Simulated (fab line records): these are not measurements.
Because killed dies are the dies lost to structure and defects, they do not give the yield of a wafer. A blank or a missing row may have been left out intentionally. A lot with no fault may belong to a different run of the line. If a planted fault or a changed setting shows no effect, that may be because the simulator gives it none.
fab line records -- flow n5_finfet
[record] lots = 13, wafers = 37, last_day = 17
route steps=1938 shown BEOL_M2@884 PASSIVATION@1929
lots untouched by any fault: they come from a run of this same line in which no faults occurred
start_h: hours from the record's first day to the start of the lot's first wafer shown -- wait_h: how many hours have passed since the lot's step before this one -- " same as the row above -- L1.1+2: one row covering several wafers at once -- - no value, or no start given -- * or withheld: withheld -- < > ~ a bound
route shown NAME@n: NAME is a module with steps in the file, n the number in the route of the first one -- usual: mean/standard deviation of fault-free wafers -- same: alike in all rows -- chamber/n: place in a boat -- sites: each site's reading -- _std_site: standard deviation of those values -- _edge_site: the outer-site mean with the inner-site mean subtracted -- radius_mm: for every site, how far away it sits from the centre of the wafer -- mask NAME#n: copy n -- behind: the last tool/chamber to shape the wafer -- hold: reason for holding the lot/hours on hold/outcome of the hold -- device: the n, p or np transistor that did not switch -- end of line: at the end of the route, the tests of the same wafers -- a step given without rows: its recipe and nothing more -- killed: count of dies lost to structure and defects at first sort (not the wafer's yield) -- map: the dies of a wafer, with x for killed, . for not killed, _ for no die there
set.NAME: the setting as run; set.NAME@STEP: as run at that earlier step -- model.NAME: the simulator's own value behind a step, which no gauge read
one table for each step of the route and one row for each wafer, over a sample of lots
services: the hour from which a tool's chamber was out of use, counted from the record's first day as start_h (under 0 if before that day), plus the number of hours and why
[[steps]]
[step N5_BEOL_M2_ETCH_70]
[recipe] chemistry = N2/H2, target = SOC, target_depth_a = 800, overetch_a = 240, mask_material = SiARC, temp_c = 40, time_s = 130, ion_energy_ev = 200, pressure_mtorr = 30, source_w = 840, bias_w = 150, n2_flow_sccm = 200, h2_flow_sccm = 200
[usual] drypump_motor_current_A = 5.64/0.29, oes_product_au = 0.54/0.046, rf_vpp_V = 524.0/2.5, showerhead_plenum_p_Torr = 2.55/0.086, throttle_valve_pct = 17.93/0.23
lot.wafer,tool,chamber,start_h,wait_h,drypump_motor_current_A,oes_product_au,rf_hours_counter_h,rf_vpp_V,showerhead_plenum_p_Torr,throttle_valve_pct
L628.2,rie_diel-02,3,143.93,0.0,5.58,0.54,196,522.6,2.51,18.21
L628.3,rie_diel-02,1,143.93,0.0,5.87,0.54,200,527.6,2.63,18.11
L628.4,rie_diel-02,2,143.93,0.0,5.42,0.54,210,522.5,2.52,17.78
L629.1,rie_diel-06,3,149.33,0.0,5.26,0.55,156,522.1,2.43,17.59
L629.2,rie_diel-06,2,149.33,0.0,6.27,0.52,245,518.7,2.40,18.07
L629.5,rie_diel-06,2,149.33,0.0,6.25,0.52,-,520.1,2.40,18.06
L630.1,rie_diel-02,2,160.77,0.0,5.36,0.52,217,523.5,2.52,17.80
L630.2,rie_diel-02,1,160.77,0.0,5.88,0.54,206,526.3,2.62,18.11
L630.3,rie_diel-02,3,160.77,0.0,5.58,0.54,203,524.6,2.51,18.22
L631.2,rie_diel-03,3,164.25,0.0,5.92,0.63,46,528.1,2.70,17.73
L631.3,rie_diel-03,1,164.25,0.0,5.29,0.52,183,527.2,2.63,17.86
L631.6,rie_diel-03,2,164.25,0.0,6.13,0.53,-,523.4,2.51,17.79
L632.1,rie_diel-02,3,169.98,0.0,5.56,0.54,207,523.3,2.51,18.23
L632.4,rie_diel-02,2,169.98,0.0,5.44,0.52,221,520.9,2.52,17.80
L632.5,rie_diel-02,1,169.98,0.0,5.86,0.53,-,526.3,2.62,18.14
L638.1,rie_diel-02,2,201.07,0.0,5.38,0.52,233,523.2,2.51,17.81
L642.1,rie_diel-03,1,232.99,0.0,5.28,0.51,211,527.7,2.62,17.92
L642.2,rie_diel-03,3,232.99,0.0,5.89,0.61,69,527.3,2.69,17.77
L642.6,rie_diel-03,0,232.99,0.0,5.58,0.56,-,520.8,2.45,18.10
L643.3,rie_diel-06,0,233.49,0.0,5.82,0.53,196,527.1,2.64,18.02
L643.4,rie_diel-06,2,233.49,0.0,6.26,0.69,12,527.4,2.71,17.55
L643.5,rie_diel-06,0,233.49,0.0,5.79,0.53,-,525.8,2.64,18.02
L645.1,rie_diel-06,2,242.24,0.0,6.28,0.67,17,528.7,2.71,17.57
L645.2,rie_diel-06,3,242.24,0.0,5.23,0.53,189,519.8,2.42,17.63
L645.5,rie_diel-06,2,242.24,0.0,6.27,0.68,-,525.6,2.71,17.56
L647.1,rie_diel-03,2,250.47,0.0,6.09,0.51,247,524.5,2.50,17.85
L647.2,rie_diel-03,1,250.47,0.0,5.31,0.50,216,526.8,2.62,17.91
L647.4,rie_diel-03,0,250.47,0.0,5.57,0.56,174,520.4,2.45,18.11
L648.1,rie_diel-02,2,267.24,0.0,5.40,0.75,0,522.9,2.51,17.40
L648.3,rie_diel-02,1,267.24,0.0,5.86,0.51,241,525.4,2.61,18.19
L648.6,rie_diel-02,0,267.24,0.0,5.58,0.50,-,522.1,2.49,17.73
L650.1,rie_diel-06,1,281.16,0.0,5.44,0.52,242,522.9,2.51,18.25
L650.4,rie_diel-06,3,281.16,0.0,5.21,0.52,-,520.0,2.41,17.66
L650.6,rie_diel-06,1,281.16,0.0,5.43,0.53,-,522.3,2.51,18.25
L649.2,rie_diel-06,3,284.07,0.0,5.24,0.52,205,519.6,2.41,17.66
L649.5,rie_diel-06,3,284.07,0.0,5.26,0.52,-,520.6,2.41,17.65
L649.6,rie_diel-06,0,284.07,0.0,5.82,0.52,-,526.0,2.63,18.07
[step N5_PASSIVATION_PASS_ETCH_47]
[recipe] chemistry = CF4/O2, target = SiNx, target_depth_a = 7700, time_s = 385, ion_energy_ev = 100, pressure_mtorr = 40, source_w = 535, bias_w = 49, Ar_flow_sccm = 100, cf4_flow_sccm = 100, O2_flow_sccm = 10
[usual] drypump_motor_current_A = 5.6/0.3, oes_o_777_au = 0.82/0.1, oes_product_au = 0.83/0.11, rf_vpp_V = 240/4.2, showerhead_plenum_p_Torr = 2.20/0.074, throttle_valve_pct = 15.84/0.23
lot.wafer,tool,chamber,start_h,wait_h,drypump_motor_current_A,oes_o_777_au,oes_product_au,rf_hours_counter_h,rf_vpp_V,showerhead_plenum_p_Torr,throttle_valve_pct
L629.1,rie_diel-03,3,274.47,0.0,5.9,0.85,0.83,84,243,2.31,15.79
L629.2,rie_diel-03,0,274.47,0.0,5.5,0.73,0.74,184,239,2.11,15.98
L629.5,rie_diel-03,0,274.47,0.0,5.6,0.73,0.74,-,238,2.11,15.96
L628.2,rie_diel-03,1,280.75,0.0,5.3,0.69,0.68,229,232,2.26,15.98
L628.3,rie_diel-03,0,280.75,0.0,5.6,0.73,0.74,187,237,2.11,15.98
L628.4,rie_diel-03,1,280.75,0.0,5.3,0.68,0.69,-,234,2.26,15.98
L630.1,rie_diel-02,3,295.77,0.0,5.5,0.71,0.70,253,238,2.17,16.45
L630.2,rie_diel-02,1,295.77,0.0,5.8,0.69,0.70,252,246,2.26,16.22
L630.3,rie_diel-02,2,295.77,0.0,5.4,0.94,0.97,11,242,2.17,15.49
L631.2,rie_diel-03,2,296.27,0.0,6.1,0.93,0.96,2,235,2.18,15.44
L631.3,rie_diel-03,1,296.27,0.0,5.3,0.68,0.68,235,231,2.26,16.00
L631.6,rie_diel-03,1,296.27,0.0,5.3,0.68,0.67,-,232,2.26,15.98
L632.1,rie_diel-02,2,306.45,0.0,5.3,0.93,0.95,17,242,2.17,15.48
L632.4,rie_diel-02,3,306.45,0.0,5.6,0.70,0.70,-,239,2.17,16.48
L632.5,rie_diel-02,1,306.45,0.0,5.9,0.68,0.69,-,245,2.26,16.24
L638.1,rie_diel-02,1,353.60,0.0,5.9,0.95,0.97,9,245,2.25,15.75
L643.3,rie_diel-02,1,364.30,0.0,5.8,0.94,0.94,14,246,2.25,15.75
L643.4,rie_diel-02,3,364.30,0.0,5.6,0.97,0.97,4,237,2.16,16.01
L643.5,rie_diel-02,1,364.30,0.0,5.8,0.94,0.95,-,244,2.25,15.74
L642.1,rie_diel-06,3,370.69,0.0,5.2,0.69,0.69,240,236,2.08,15.80
L642.2,rie_diel-06,1,370.69,0.0,5.4,0.93,0.92,18,250,2.17,15.81
L642.6,rie_diel-06,2,370.69,0.0,6.3,0.83,0.84,-,239,2.33,15.82
L647.1,rie_diel-02,3,390.15,0.0,5.6,0.94,0.94,14,240,2.16,16.01
L647.2,rie_diel-02,1,390.15,0.0,5.9,0.91,0.92,22,244,2.25,15.77
L647.4,rie_diel-02,2,390.15,0.0,5.4,0.86,0.88,54,241,2.16,15.57
L645.1,rie_diel-02,0,394.42,0.0,5.6,0.86,0.86,34,241,2.17,15.64
L645.2,rie_diel-02,1,394.42,0.0,5.9,0.90,0.93,24,244,2.25,15.76
L645.5,rie_diel-02,3,394.42,0.0,5.6,0.93,0.93,-,238,2.16,16.03
L648.1,rie_diel-02,0,395.01,0.0,5.6,0.86,0.87,35,243,2.17,15.63
L648.3,rie_diel-02,1,395.01,0.0,5.9,0.90,0.93,24,244,2.25,15.77
L648.6,rie_diel-02,0,395.01,0.0,5.6,0.85,0.87,-,241,2.17,15.62
L649.2,rie_diel-06,1,407.94,0.0,5.5,0.89,0.88,36,251,2.16,15.84
L649.5,rie_diel-06,2,407.94,0.0,6.3,0.82,0.82,-,239,2.33,15.85
L649.6,rie_diel-06,1,407.94,0.0,5.5,0.89,0.88,-,250,2.16,15.85
L650.1,rie_diel-03,2,409.41,0.0,6.1,0.83,0.85,45,237,2.17,15.53
L650.4,rie_diel-03,0,409.41,0.0,5.5,0.70,0.71,233,237,2.09,16.08
L650.6,rie_diel-03,3,409.41,0.0,5.9,0.80,0.78,-,243,2.30,15.91
[step N5_PASSIVATION_PROBE_49]
[usual] killed_at_M0_to_M3 = 34/12, killed_at_M4_up = 12/4.9, killed_at_contacts = 13/7.2, killed_at_front_end = 39/12, killed_at_other = 3.7/2.9, killed_dies = 101/18, killed_on_rim = 13/4, killed_open = 67/14, killed_short = 33/7.2
[same] gross_dies = 1180, killed_at_back_side = 0
lot.wafer,tool,chamber,start_h,wait_h,killed_at_M0_to_M3,killed_at_M4_up,killed_at_contacts,killed_at_front_end,killed_at_other,killed_dies,killed_on_rim,killed_open,killed_short
L638.1,prober-02,-,356.61,0.0,113,17,4,34,0,168,23,52,24
L642.1,prober-01,-,373.71,0.0,30,16,16,40,2,104,9,70,34
L642.2,prober-01,-,373.76,0.1,38,19,6,39,6,108,12,60,48
L642.6,prober-01,-,373.96,0.3,30,5,7,51,2,95,15,58,37
L647.1,prober-01,-,393.16,0.0,27,9,7,24,1,68,12,41,26
L647.2,prober-01,-,393.21,0.1,37,15,9,58,1,120,13,87,33
L647.4,prober-01,-,393.31,0.2,29,10,9,42,5,95,12,48,46
// killed by level:class
L638.1 BEOL_M2:unspecified=91 BEOL_M1:geometric_particle:open=11 BEOL_M4:geometric_particle:open=11 FIN_SAQP:geometric_particle:open=7 GATE_CUT:geometric_particle:short=6 DUMMY_GATE:geometric_particle:open=5 BEOL_M0_SAQP:geometric_particle:short=5 FIN_SAQP:geometric_particle:short=4
L642.1 BEOL_M4:geometric_particle:open=13 FIN_SAQP:geometric_particle:open=12 MOL_CONTACT_COAG:geometric_particle:open=10 BEOL_M2:geometric_particle:open=10 BEOL_M0_SAQP:geometric_particle:short=7 GATE_CUT:geometric_particle:short=6 MOL_CONTACT_COAG:geometric_particle:short=6 FIN_SAQP:geometric_particle:short=5
L642.2 FIN_SAQP:geometric_particle:open=10 BEOL_M4:geometric_particle:open=10 BEOL_M0_SAQP:geometric_particle:short=9 BEOL_M2:geometric_particle:open=9 FIN_SAQP:geometric_particle:short=7 STI_FIN_REVEAL:geometric_particle:open=7 GATE_CUT:geometric_particle:short=5 MOL_CONTACT_COAG:geometric_particle:open=5
L642.6 STI_FIN_REVEAL:geometric_particle:open=10 FIN_SAQP:geometric_particle:short=9 FIN_SAQP:geometric_particle:open=9 BEOL_M2:geometric_particle:open=8 GATE_CUT:geometric_particle:short=7 MOL_CONTACT_COAG:geometric_particle:open=7 BEOL_M3:geometric_particle:short=6 GATE_CUT:geometric_particle:open=5
L647.1 FIN_SAQP:geometric_particle:open=11 BEOL_M2:geometric_particle:open=8 FIN_SAQP:geometric_particle:short=7 MOL_CONTACT_COAG:geometric_particle:open=5 BEOL_M1:geometric_particle:open=5 BEOL_M0_SAQP:geometric_particle:short=3 BEOL_M0_SAQP:geometric_particle:open=3 BEOL_M1:geometric_particle:short=3
L647.2 FIN_SAQP:geometric_particle:open=18 BEOL_M3:geometric_particle:open=14 BEOL_M2:geometric_particle:open=8 FIN_SAQP:geometric_particle:short=7 BEOL_M4:geometric_particle:open=7 DUMMY_GATE:geometric_particle:open=6 MOL_CONTACT_COAG:geometric_particle:open=6 STARTING-WAFER:geometric_particle:open=6
L647.4 FIN_SAQP:geometric_particle:short=9 BEOL_M0_SAQP:geometric_particle:short=9 STI_FIN_REVEAL:geometric_particle:open=8 BEOL_M1:geometric_particle:open=7 MOL_CONTACT_COAG:geometric_particle:open=6 BEOL_M3:geometric_particle:open=6 ILD0:geometric_particle:short=5 GATE_CUT:geometric_particle:short=5
[[services]]
tool,chamber,start_h,hours,kind
rie_diel-02,1,146.47,3.9,repair
rie_diel-06,2,165.55,-,clean
rie_diel-06,2,165.55,-,consumable_replace:focus_ring
rie_diel-02,3,185.18,6.4,repair
rie_diel-03,3,225.89,3.9,repair
rie_diel-02,2,241.87,-,clean
rie_diel-02,2,241.87,-,consumable_replace:focus_ring
rie_diel-02,2,241.87,24.2,scheduled_down
rie_diel-02,2,241.87,24.2,vent_cycle
rie_diel-06,2,279.68,6.7,repair
rie_diel-02,0,290.62,-,clean
rie_diel-02,0,290.62,-,consumable_replace:focus_ring
rie_diel-02,0,290.62,26.0,scheduled_down
rie_diel-02,0,290.62,26.0,vent_cycle
rie_diel-02,1,316.83,-,clean
rie_diel-02,1,316.83,-,consumable_replace:focus_ring
rie_diel-02,1,316.83,16.5,scheduled_down
rie_diel-02,1,316.83,16.5,vent_cycle
rie_diel-02,3,333.67,-,clean
rie_diel-02,3,333.67,-,consumable_replace:focus_ring
rie_diel-02,3,333.67,18.8,scheduled_down
rie_diel-02,3,333.67,18.8,vent_cycle
rie_diel-03,-,355.55,2.2,repair
rie_diel-03,0,395.92,5.6,repair
[[key]]
[first_sign] step = N5_PASSIVATION_PROBE_49, reading = killed_at_M0_to_M3, direction = up, sigmas = 6.8, usual = 34, struck = 113
[effect] step = N5_PASSIVATION_PROBE_49, reading = killed_dies, direction = up, sigmas = 3.8, usual = 101, struck = 168
[more_kills_born_at] N5_BEOL_M2_ETCH_70@rie_diel-02 = 91
met_at N5_BEOL_M2_ETCH_70
struck_lots L638
struck_wafers L638.1
tester_left_out L638
not_acting_at N5_PASSIVATION_PASS_ETCH_47
onset_between 169.98 201.07
[earlier_fault] kind = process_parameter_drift, tool = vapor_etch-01, chamber = 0, onset_h = 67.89, steps = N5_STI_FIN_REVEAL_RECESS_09, channel = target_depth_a, offset = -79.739, shape = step, end_h = 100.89, acts_in = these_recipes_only, stated = 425
[fault] kind = chamber_particle_source, tool = rie_diel-02, chamber = 2, onset_h = 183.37, steps = N5_BEOL_M2_ETCH_70, rate_per_visit_cm2 = 1.4867, end_h = 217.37
// tester_left_out: of these lots the tester's yield and bins aren't shown, on N5 and GAA mostly nor the transistor test; their killed dies are dies lost to structure and defects alone, not to doping, threshold or leakage, so they don't give the yield
